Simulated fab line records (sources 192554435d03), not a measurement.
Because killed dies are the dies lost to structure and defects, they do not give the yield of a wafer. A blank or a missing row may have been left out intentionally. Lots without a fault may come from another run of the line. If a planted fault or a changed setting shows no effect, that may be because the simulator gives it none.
Matching of chambers ; flow n5 finfet ; N5_BEOL_M3_STRIP_36 on rie diel-04: 4 sister chambers
The step strips in N2/H2. 4 wafers are shown with their chamber, then 7 later ones without.

== WAFERS, EACH WITH ITS CHAMBER ==
wafer;chamber;throttle valve pct (%)
L086.2;2;23.18
L086.4;0;24.08
L089.1;1;23.90
L089.3;3;23.95

== WAFERS WITH NO CHAMBER GIVEN ==
wafer;throttle valve pct (%)
L089.4;23.24
L091.3;23.21
L091.4;23.89
L091.5;23.20
L090.1;23.94
L090.2;23.22
L090.6;23.89

== WHICH CHAMBER EACH WENT THROUGH ==
wafer;from the rows above;in truth
L089.4;2;2
L091.3;2;2
L091.4;can't be placed: 1 or 3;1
L091.5;2;2
L090.1;can't be placed: 3 or 1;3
L090.2;2;2
L090.6;can't be placed: 1 or 3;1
Correctly placed: 4 of 7. Cannot be placed on the basis of these rows: 3; the candidates contain the true chamber in 3. Placed wrongly: 0.
How it was worked out, from the rows above alone: a wafer's distance from a chamber is the root of the sum, over the readings, of the square of ((its reading less the chamber's mean) divided by the reading's scatter). The wafer belongs to the nearest chamber; if the next one is less than 2 further off, it can't be placed. The mean given for a chamber averages the wafers shown for that chamber. The scatter (one wafer shown for each chamber): square how far every hidden wafer sits from the nearest shown wafer, average those squares and take the square root.
